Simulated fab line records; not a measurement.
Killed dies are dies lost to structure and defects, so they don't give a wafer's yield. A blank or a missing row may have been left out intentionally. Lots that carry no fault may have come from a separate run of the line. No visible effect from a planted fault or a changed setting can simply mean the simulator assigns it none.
Which tool did it? || flow nand_harc || Sampling: 12 lots, 36 wafers, 6 of 1302 route steps

== WHAT THE GAUGES READ, wafer by wafer ==
NHARC_P_ZERO_WELL_CD_MEAS_37: the cd target is 720 nm.
{"lot": "L625", "measured": "day 2 00:07", "on": "cd_sem-01", "cd_nm (nm)": "718.5 721.2 719.2"}
{"lot": "L626", "measured": "day 2 10:15", "on": "cd_sem-02", "cd_nm (nm)": "716.2 720.8 718.4"}
{"lot": "L628", "measured": "day 3 05:59", "on": "cd_sem-02", "cd_nm (nm)": "718.9 718.1 718.8"}
{"lot": "L629", "measured": "day 3 16:12", "on": "cd_sem-03", "cd_nm (nm)": "721.1 719.2 722.0"}
{"lot": "L630", "measured": "day 4 02:15", "on": "cd_sem-02", "cd_nm (nm)": "721.4 719.4 718.1"}
{"lot": "L632", "measured": "day 4 22:16", "on": "cd_sem-02", "cd_nm (nm)": "717.9 717.8 718.4"}
{"lot": "L635", "measured": "day 6 04:36", "on": "cd_sem-03", "cd_nm (nm)": "718.8 717.6 722.0"}
{"lot": "L636", "measured": "day 6 14:13", "on": "cd_sem-03", "cd_nm (nm)": "722.6 721.9 719.3"}
{"lot": "L638", "measured": "day 7 10:19", "on": "cd_sem-02", "cd_nm (nm)": "763.4 765.7 768.5"}
{"lot": "L646", "measured": "day 10 18:01", "on": "cd_sem-03", "cd_nm (nm)": "721.3 721.9 719.3"}
{"lot": "L647", "measured": "day 11 04:25", "on": "cd_sem-02", "cd_nm (nm)": "718.9 718.2 719.2"}
{"lot": "L648", "measured": "day 11 14:02", "on": "cd_sem-03", "cd_nm (nm)": "716.0 721.0 720.0"}

NHARC_P_STI_CD_MEAS_16.
{"lot": "L625", "measured": "day 2 22:35", "on": "cd_sem-03", "cd_nm (nm)": "197.0 193.3 199.0"}
{"lot": "L626", "measured": "day 3 09:38", "on": "cd_sem-02", "cd_nm (nm)": "198.7 197.7 198.5"}
{"lot": "L628", "measured": "day 4 01:34", "on": "cd_sem-01", "cd_nm (nm)": "195.3 197.4 197.7"}
{"lot": "L629", "measured": "day 4 12:16", "on": "cd_sem-01", "cd_nm (nm)": "198.3 196.4 195.3"}
{"lot": "L630", "measured": "day 4 22:40", "on": "cd_sem-01", "cd_nm (nm)": "203.9 197.6 201.9"}
{"lot": "L632", "measured": "day 5 19:11", "on": "cd_sem-03", "cd_nm (nm)": "194.9 193.3 195.3"}
{"lot": "L635", "measured": "day 7 05:53", "on": "cd_sem-01", "cd_nm (nm)": "199.1 196.9 200.1"}
{"lot": "L636", "measured": "day 7 13:38", "on": "cd_sem-01", "cd_nm (nm)": "200.6 198.0 198.2"}
{"lot": "L638", "measured": "day 8 06:07", "on": "cd_sem-02", "cd_nm (nm)": "198.9 199.7 200.8"}
{"lot": "L646", "measured": "day 11 13:11", "on": "cd_sem-02", "cd_nm (nm)": "198.3 196.3 196.7"}
{"lot": "L647", "measured": "day 12 00:52", "on": "cd_sem-02", "cd_nm (nm)": "198.0 198.0 198.3"}
{"lot": "L648", "measured": "day 12 09:46", "on": "cd_sem-03", "cd_nm (nm)": "198.1 197.8 201.4"}

NHARC_END_SORT_01.
{"lot": "L638", "measured": "day 29 15:46", "on": "prober-02", "killed_at_array": 41, "killed_at_other": 0, "killed_at_periphery": 3, "killed_dies": 44, "killed_open": 3, "killed_short": 2}

== WHICH TOOL RAN EACH LOT (tool, then ch and the chambers of the sampled wafers, then the start) ==
{"lot": "L625", "NHARC_P_ZERO_WELL_ETCH_63": "rie_si-02 ch 0,1,3, day 1 21:35", "NHARC_P_ZERO_WELL_EXPOSE_34": "krf_scanner-01 ch 0, day 1 23:58", "NHARC_P_STI_DESCUM_14": "rie_diel-01 ch 0,2, day 2 22:10"}
{"lot": "L626", "NHARC_P_ZERO_WELL_ETCH_63": "rie_si-05 ch 1,2, day 2 07:41", "NHARC_P_ZERO_WELL_EXPOSE_34": "krf_scanner-04 ch 0, day 2 10:06", "NHARC_P_STI_DESCUM_14": "rie_diel-01 ch 0,3, day 3 09:11"}
{"lot": "L628", "NHARC_P_ZERO_WELL_ETCH_63": "rie_si-02 ch 0,2,3, day 3 03:41", "NHARC_P_ZERO_WELL_EXPOSE_34": "krf_scanner-01 ch 0, day 3 05:50", "NHARC_P_STI_DESCUM_14": "rie_diel-01 ch 0,1,3, day 4 01:08"}
{"lot": "L629", "NHARC_P_ZERO_WELL_ETCH_63": "rie_si-02 ch 0,2,3, day 3 13:38", "NHARC_P_ZERO_WELL_EXPOSE_34": "krf_scanner-03 ch 0, day 3 16:03", "NHARC_P_STI_DESCUM_14": "rie_diel-09 ch 0,1,2, day 4 11:51"}
{"lot": "L630", "NHARC_P_ZERO_WELL_ETCH_63": "rie_si-05 ch 0,2, day 3 23:43", "NHARC_P_ZERO_WELL_EXPOSE_34": "krf_scanner-04 ch 0, day 4 02:06", "NHARC_P_STI_DESCUM_14": "rie_diel-11 ch 2,3, day 4 22:14"}
{"lot": "L632", "NHARC_P_ZERO_WELL_ETCH_63": "rie_si-05 ch 1,2,3, day 4 19:41", "NHARC_P_ZERO_WELL_EXPOSE_34": "krf_scanner-01 ch 0, day 4 22:07", "NHARC_P_STI_DESCUM_14": "rie_diel-11 ch 0,3, day 5 18:44"}
{"lot": "L635", "NHARC_P_ZERO_WELL_ETCH_63": "rie_si-05 ch 0,2, day 6 01:32", "NHARC_P_ZERO_WELL_EXPOSE_34": "krf_scanner-01 ch 0, day 6 04:27", "NHARC_P_STI_DESCUM_14": "rie_diel-11 ch 0,1,3, day 7 05:27"}
{"lot": "L636", "NHARC_P_ZERO_WELL_ETCH_63": "rie_si-02 ch 0,1,2, day 6 11:40", "NHARC_P_ZERO_WELL_EXPOSE_34": "krf_scanner-04 ch 0, day 6 14:04", "NHARC_P_STI_DESCUM_14": "rie_diel-01 ch 1,2,3, day 7 13:12"}
{"lot": "L638", "NHARC_P_ZERO_WELL_ETCH_63": "rie_si-02 ch 0,1,3, day 7 07:41", "NHARC_P_ZERO_WELL_EXPOSE_34": "krf_scanner-04 ch 0, day 7 10:09", "NHARC_P_STI_DESCUM_14": "rie_diel-09 ch 0,2,3, day 8 05:42"}
{"lot": "L646", "NHARC_P_ZERO_WELL_ETCH_63": "rie_si-02 ch 0,1,3, day 10 15:34", "NHARC_P_ZERO_WELL_EXPOSE_34": "krf_scanner-04 ch 0, day 10 17:52", "NHARC_P_STI_DESCUM_14": "rie_diel-09 ch 0,2,3, day 11 12:46"}
{"lot": "L647", "NHARC_P_ZERO_WELL_ETCH_63": "rie_si-04 ch 1,2,3, day 11 01:51", "NHARC_P_ZERO_WELL_EXPOSE_34": "krf_scanner-01 ch 0, day 11 04:15", "NHARC_P_STI_DESCUM_14": "rie_diel-01 ch 0,3, day 12 00:26"}
{"lot": "L648", "NHARC_P_ZERO_WELL_ETCH_63": "rie_si-04 ch 0,1, day 11 11:35", "NHARC_P_ZERO_WELL_EXPOSE_34": "krf_scanner-04 ch 0, day 11 13:53", "NHARC_P_STI_DESCUM_14": "rie_diel-01 ch 2,3, day 12 09:19"}
- NHARC_P_ZERO_WELL_ETCH_63: etches the open film in HBr/Cl2, target depth 120 nm, time 40.1 s.
- NHARC_P_ZERO_WELL_EXPOSE_34: exposes mask P PWELL, target cd 720 nm.
- NHARC_P_STI_DESCUM_14: chemistry O2, time 3 s.

== WHAT THE TOOLS THEMSELVES READ (means of the sampled wafers that have a number; where no wafer has one, the mark that the record gives instead) ==
NHARC_P_ZERO_WELL_ETCH_63.
{"lot": "L625", "tool": "rie_si-02", "drypump_motor_current_A (A)": 5.9, "oes_product_au (a.u.)": 1.001, "throttle_valve_pct (%)": 26.400}
{"lot": "L626", "tool": "rie_si-05", "drypump_motor_current_A (A)": 5.4, "oes_product_au (a.u.)": 1.002, "throttle_valve_pct (%)": 26.397}
{"lot": "L628", "tool": "rie_si-02", "drypump_motor_current_A (A)": 5.9, "oes_product_au (a.u.)": 0.997, "throttle_valve_pct (%)": 26.405}
{"lot": "L629", "tool": "rie_si-02", "drypump_motor_current_A (A)": 5.9, "oes_product_au (a.u.)": 0.995, "throttle_valve_pct (%)": 26.407}
{"lot": "L630", "tool": "rie_si-05", "drypump_motor_current_A (A)": 5.1, "oes_product_au (a.u.)": 1.005, "throttle_valve_pct (%)": 26.409}
{"lot": "L632", "tool": "rie_si-05", "drypump_motor_current_A (A)": 5.7, "oes_product_au (a.u.)": 0.999, "throttle_valve_pct (%)": 26.399}
{"lot": "L635", "tool": "rie_si-05", "drypump_motor_current_A (A)": 5.1, "oes_product_au (a.u.)": 1.009, "throttle_valve_pct (%)": 26.406}
{"lot": "L636", "tool": "rie_si-02", "drypump_motor_current_A (A)": 5.8, "oes_product_au (a.u.)": 1.003, "throttle_valve_pct (%)": 26.406}
{"lot": "L638", "tool": "rie_si-02", "drypump_motor_current_A (A)": 5.9, "oes_product_au (a.u.)": 1.007, "throttle_valve_pct (%)": 26.422}
{"lot": "L646", "tool": "rie_si-02", "drypump_motor_current_A (A)": 5.9, "oes_product_au (a.u.)": 1.000, "throttle_valve_pct (%)": 26.408}
{"lot": "L647", "tool": "rie_si-04", "drypump_motor_current_A (A)": 5.8, "oes_product_au (a.u.)": 0.998, "throttle_valve_pct (%)": 26.398}
{"lot": "L648", "tool": "rie_si-04", "drypump_motor_current_A (A)": 6.1, "oes_product_au (a.u.)": 0.991, "throttle_valve_pct (%)": 26.403}

NHARC_P_ZERO_WELL_EXPOSE_34.
{"lot": "L625", "tool": "krf_scanner-01", "exposure_dose_mJ_cm2": 22.286}
{"lot": "L626", "tool": "krf_scanner-04", "exposure_dose_mJ_cm2": 22.296}
{"lot": "L628", "tool": "krf_scanner-01", "exposure_dose_mJ_cm2": 22.318}
{"lot": "L629", "tool": "krf_scanner-03", "exposure_dose_mJ_cm2": 22.314}
{"lot": "L630", "tool": "krf_scanner-04", "exposure_dose_mJ_cm2": 22.322}
{"lot": "L632", "tool": "krf_scanner-01", "exposure_dose_mJ_cm2": 22.319}
{"lot": "L635", "tool": "krf_scanner-01", "exposure_dose_mJ_cm2": 22.297}
{"lot": "L636", "tool": "krf_scanner-04", "exposure_dose_mJ_cm2": 22.305}
{"lot": "L638", "tool": "krf_scanner-04", "exposure_dose_mJ_cm2": 22.298}
{"lot": "L646", "tool": "krf_scanner-04", "exposure_dose_mJ_cm2": 22.314}
{"lot": "L647", "tool": "krf_scanner-01", "exposure_dose_mJ_cm2": 22.321}
{"lot": "L648", "tool": "krf_scanner-04", "exposure_dose_mJ_cm2": 22.333}

NHARC_P_STI_DESCUM_14.
{"lot": "L625", "tool": "rie_diel-01", "drypump_motor_current_A (A)": 4.9, "oes_product_au (a.u.)": 0.999, "rf_vpp_V (V)": 58.0, "showerhead_plenum_p_Torr (Torr)": 1.98, "throttle_valve_pct (%)": 11.315}
{"lot": "L626", "tool": "rie_diel-01", "drypump_motor_current_A (A)": 5.3, "oes_product_au (a.u.)": 0.995, "rf_vpp_V (V)": 57.1, "showerhead_plenum_p_Torr (Torr)": 1.82, "throttle_valve_pct (%)": 11.316}
{"lot": "L628", "tool": "rie_diel-01", "drypump_motor_current_A (A)": 5.8, "oes_product_au (a.u.)": 0.999, "rf_vpp_V (V)": 57.5, "showerhead_plenum_p_Torr (Torr)": 1.84, "throttle_valve_pct (%)": 11.308}
{"lot": "L629", "tool": "rie_diel-09", "drypump_motor_current_A (A)": 6.2, "oes_product_au (a.u.)": 0.988, "rf_vpp_V (V)": 57.5, "showerhead_plenum_p_Torr (Torr)": 1.89, "throttle_valve_pct (%)": 11.313}
{"lot": "L630", "tool": "rie_diel-11", "drypump_motor_current_A (A)": 5.7, "oes_product_au (a.u.)": 0.999, "rf_vpp_V (V)": 57.4, "showerhead_plenum_p_Torr (Torr)": 1.87, "throttle_valve_pct (%)": 11.320}
{"lot": "L632", "tool": "rie_diel-11", "drypump_motor_current_A (A)": 5.3, "oes_product_au (a.u.)": 0.998, "rf_vpp_V (V)": 57.8, "showerhead_plenum_p_Torr (Torr)": 1.91, "throttle_valve_pct (%)": 11.307}
{"lot": "L635", "tool": "rie_diel-11", "drypump_motor_current_A (A)": 5.4, "oes_product_au (a.u.)": 1.013, "rf_vpp_V (V)": 58.0, "showerhead_plenum_p_Torr (Torr)": 1.93, "throttle_valve_pct (%)": 11.313}
{"lot": "L636", "tool": "rie_diel-01", "drypump_motor_current_A (A)": 5.7, "oes_product_au (a.u.)": 1.001, "rf_vpp_V (V)": 58.3, "showerhead_plenum_p_Torr (Torr)": 1.93, "throttle_valve_pct (%)": 11.313}
{"lot": "L638", "tool": "rie_diel-09", "drypump_motor_current_A (A)": 6.0, "oes_product_au (a.u.)": 0.997, "rf_vpp_V (V)": 57.8, "showerhead_plenum_p_Torr (Torr)": 1.84, "throttle_valve_pct (%)": 11.307}
{"lot": "L646", "tool": "rie_diel-09", "drypump_motor_current_A (A)": 6.0, "oes_product_au (a.u.)": 1.007, "rf_vpp_V (V)": 57.4, "showerhead_plenum_p_Torr (Torr)": 1.84, "throttle_valve_pct (%)": 11.316}
{"lot": "L647", "tool": "rie_diel-01", "drypump_motor_current_A (A)": 5.4, "oes_product_au (a.u.)": 1.003, "rf_vpp_V (V)": 57.3, "showerhead_plenum_p_Torr (Torr)": 1.82, "throttle_valve_pct (%)": 11.310}
{"lot": "L648", "tool": "rie_diel-01", "drypump_motor_current_A (A)": 5.2, "oes_product_au (a.u.)": 0.998, "rf_vpp_V (V)": 57.7, "showerhead_plenum_p_Torr (Torr)": 1.99, "throttle_valve_pct (%)": 11.306}

== THE ANSWER, worked out from the rows above alone ==
Rule: what is usual is taken from the lots themselves. Put in order of their means at a reading, lots are off if they are a third of the lots or fewer, leave a main group of 4 or more, and stand apart from it by a gap of 3 or more times the standard deviation of the main group's means; of several such gaps the widest counts. A main group whose means are all the same, to the digits that the tables above print for the reading, isn't used. A lot without any number at a reading at which 4 lots or more have one is off too. Any other lot the step has rows for is counted as sound. After the gauges, taken in route order, come the tools' own readings; for these a lot's mean is taken, as printed above. At the first step where some lot is off, the reading lying furthest off is the one used; lots without a number count as furthest.
Off: L638, at NHARC_P_ZERO_WELL_CD_MEAS_37 (cd_nm). The main group has a mean of 719.5 nm with a standard deviation of 1.
If a tool, at a process step before that reading, ran all the lots that are off and no sound lot after the first of them, it fits. Not tried: the gauges at NHARC_P_ZERO_WELL_CD_MEAS_37; whatever is off there is also off at NHARC_P_ZERO_WELL_ETCH_63, on other tools, and gauge error can't account for it. None of those tried fits.

== WHAT WAS PUT IN BY THE SIMULATOR ==
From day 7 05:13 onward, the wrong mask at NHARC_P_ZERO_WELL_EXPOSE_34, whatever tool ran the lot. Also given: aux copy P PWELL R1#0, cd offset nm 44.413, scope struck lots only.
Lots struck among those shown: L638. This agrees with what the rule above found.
